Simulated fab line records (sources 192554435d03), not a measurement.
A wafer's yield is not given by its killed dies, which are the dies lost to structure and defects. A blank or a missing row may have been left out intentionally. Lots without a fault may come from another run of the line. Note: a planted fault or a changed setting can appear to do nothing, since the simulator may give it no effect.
Which of the tools did it? / flow n5_finfet / 12 lots with 34 wafers sampled at 2 steps, on a route of 1938 steps

WHAT THE GAUGES READ, wafer by wafer
N5_BEOL_M5_OCD_MEAS_38. Usual: trench_depth_nm reads 71.3 nm (standard deviation 1.5).
lot=L608; measured=day 8 13:13; on=ocd-01; trench_depth_nm (nm)=72.9 72.0 73.0; flag=
lot=L610; measured=day 8 17:27; on=ocd-02; trench_depth_nm (nm)=69.2 69.6 69.3; flag=
lot=L611; measured=day 9 01:50; on=ocd-02; trench_depth_nm (nm)=70.3 71.7 70.5; flag=
lot=L613; measured=day 9 18:33; on=ocd-02; trench_depth_nm (nm)=68.9 72.5 70.9; flag=
lot=L617; measured=day 10 09:59; on=ocd-01; trench_depth_nm (nm)=71.5 74.6 72.1; flag=
lot=L618; measured=day 10 19:15; on=ocd-02; trench_depth_nm (nm)=69.6 72.2 70.6; flag=
lot=L619; measured=day 11 00:28; on=ocd-01; trench_depth_nm (nm)=71.3 68.8 70.7; flag=
lot=L621; measured=day 11 09:46; on=ocd-01; trench_depth_nm (nm)=72.3 75.4; flag=
lot=L620; measured=day 11 12:26; on=ocd-01; trench_depth_nm (nm)=73.2 74.6; flag=
lot=L628; measured=day 13 17:39; on=ocd-01; trench_depth_nm (nm)=72.7 74.6 72.9; flag=
lot=L629; measured=day 13 20:16; on=ocd-02; trench_depth_nm (nm)=72.0 70.4 69.8; flag=
lot=L630; measured=day 14 05:05; on=ocd-01; trench_depth_nm (nm)=72.5 69.5 71.6; flag=

TOOL THAT RAN EACH LOT (tool first, then ch and the chambers of the sampled wafers, then the start)
lot=L608; N5_BEOL_M5_ETCH_67=rie_diel-06 ch 0,3, day 8 12:51
lot=L610; N5_BEOL_M5_ETCH_67=rie_diel-01 ch 0,2, day 8 17:05
lot=L611; N5_BEOL_M5_ETCH_67=rie_diel-03 ch 0,1,2, day 9 01:28
lot=L613; N5_BEOL_M5_ETCH_67=rie_diel-03 ch 0,2,3, day 9 18:11
lot=L617; N5_BEOL_M5_ETCH_67=rie_diel-06 ch 1,2,3, day 10 09:38
lot=L618; N5_BEOL_M5_ETCH_67=rie_diel-03 ch 0,1,3, day 10 18:52
lot=L619; N5_BEOL_M5_ETCH_67=rie_diel-01 ch 2,3, day 11 00:07
lot=L621; N5_BEOL_M5_ETCH_67=rie_diel-06 ch 0,2, day 11 09:23
lot=L620; N5_BEOL_M5_ETCH_67=rie_diel-06 ch 2,3, day 11 12:04
lot=L628; N5_BEOL_M5_ETCH_67=rie_diel-06 ch 0,2,3, day 13 17:17
lot=L629; N5_BEOL_M5_ETCH_67=rie_diel-03 ch 0,3, day 13 19:54
lot=L630; N5_BEOL_M5_ETCH_67=rie_diel-01 ch 0,2,3, day 14 04:43
- N5_BEOL_M5_ETCH_67: etches SiARC in CF4, target depth 15.6 nm, time 26 s.

AS READ BY THE TOOLS THEMSELVES (means over the sampled wafers that have a number; for cases with no such wafer, the mark the record gives instead)
N5_BEOL_M5_ETCH_67. Usual: drypump_motor_current_A 5.9 A, standard deviation 0.45; etch_rf_on_time_s 26.0 s, standard deviation 0.84; oes_product_au 0.65 a.u., standard deviation 0.064; rf_vpp_V 183.7 V, standard deviation 1.3; showerhead_plenum_p_Torr 2.13 Torr, standard deviation 0.087; throttle_valve_pct 15.69 %, standard deviation 0.28.
lot=L608; tool=rie_diel-06; drypump_motor_current_A (A)=6.1; etch_rf_on_time_s (s)=25.0; oes_product_au (a.u.)=0.67; rf_vpp_V (V)=182.5; showerhead_plenum_p_Torr (Torr)=2.01; throttle_valve_pct (%)=15.34; flag=
lot=L610; tool=rie_diel-01; drypump_motor_current_A (A)=5.5; etch_rf_on_time_s (s)=26.5; oes_product_au (a.u.)=0.60; rf_vpp_V (V)=184.7; showerhead_plenum_p_Torr (Torr)=2.16; throttle_valve_pct (%)=15.89; flag=
lot=L611; tool=rie_diel-03; drypump_motor_current_A (A)=6.3; etch_rf_on_time_s (s)=26.9; oes_product_au (a.u.)=0.60; rf_vpp_V (V)=184.2; showerhead_plenum_p_Torr (Torr)=2.16; throttle_valve_pct (%)=15.95; flag=
lot=L613; tool=rie_diel-03; drypump_motor_current_A (A)=5.9; etch_rf_on_time_s (s)=26.4; oes_product_au (a.u.)=0.62; rf_vpp_V (V)=183.6; showerhead_plenum_p_Torr (Torr)=2.17; throttle_valve_pct (%)=15.72; flag=
lot=L617; tool=rie_diel-06; drypump_motor_current_A (A)=6.0; etch_rf_on_time_s (s)=25.6; oes_product_au (a.u.)=0.74; rf_vpp_V (V)=183.0; showerhead_plenum_p_Torr (Torr)=2.11; throttle_valve_pct (%)=15.49; flag=
lot=L618; tool=rie_diel-03; drypump_motor_current_A (A)=6.1; etch_rf_on_time_s (s)=26.2; oes_product_au (a.u.)=0.62; rf_vpp_V (V)=183.7; showerhead_plenum_p_Torr (Torr)=2.11; throttle_valve_pct (%)=15.75; flag=
lot=L619; tool=rie_diel-01; drypump_motor_current_A (A)=5.4; etch_rf_on_time_s (s)=26.4; oes_product_au (a.u.)=0.63; rf_vpp_V (V)=184.6; showerhead_plenum_p_Torr (Torr)=2.17; throttle_valve_pct (%)=15.95; flag=
lot=L621; tool=rie_diel-06; drypump_motor_current_A (A)=6.0; etch_rf_on_time_s (s)=24.8; oes_product_au (a.u.)=0.73; rf_vpp_V (V)=182.9; showerhead_plenum_p_Torr (Torr)=2.07; throttle_valve_pct (%)=15.54; flag=
lot=L620; tool=rie_diel-06; drypump_motor_current_A (A)=5.8; etch_rf_on_time_s (s)=25.1; oes_product_au (a.u.)=0.74; rf_vpp_V (V)=182.9; showerhead_plenum_p_Torr (Torr)=2.04; throttle_valve_pct (%)=15.52; flag=
lot=L628; tool=rie_diel-06; drypump_motor_current_A (A)=6.0; etch_rf_on_time_s (s)=24.7; oes_product_au (a.u.)=0.69; rf_vpp_V (V)=181.9; showerhead_plenum_p_Torr (Torr)=2.03; throttle_valve_pct (%)=15.51; flag=
lot=L629; tool=rie_diel-03; drypump_motor_current_A (A)=5.7; etch_rf_on_time_s (s)=26.6; oes_product_au (a.u.)=0.62; rf_vpp_V (V)=184.4; showerhead_plenum_p_Torr (Torr)=2.16; throttle_valve_pct (%)=15.76; flag=
lot=L630; tool=rie_diel-01; drypump_motor_current_A (A)=5.4; etch_rf_on_time_s (s)=26.5; oes_product_au (a.u.)=0.68; rf_vpp_V (V)=184.2; showerhead_plenum_p_Torr (Torr)=2.15; throttle_valve_pct (%)=15.81; flag=

THE ANSWER, worked out from the rows above alone
Rule: a lot is off if the mean of its wafers that have a number lies more than 3 standard deviations from the usual mean. A lot without any number at a reading at which 4 lots or more have one is off too. The other lots that the step has rows for count as sound. The gauges are gone through in route order, then the tools' own readings, and for those a lot's mean is taken as printed above. The first step at which some lot is off is used, and at that step the reading that is off furthest; a lot without a number counts as furthest.
Nothing can be told from this: no lot is off at any reading shown.

WHAT THE SIMULATOR HAD INSERTED
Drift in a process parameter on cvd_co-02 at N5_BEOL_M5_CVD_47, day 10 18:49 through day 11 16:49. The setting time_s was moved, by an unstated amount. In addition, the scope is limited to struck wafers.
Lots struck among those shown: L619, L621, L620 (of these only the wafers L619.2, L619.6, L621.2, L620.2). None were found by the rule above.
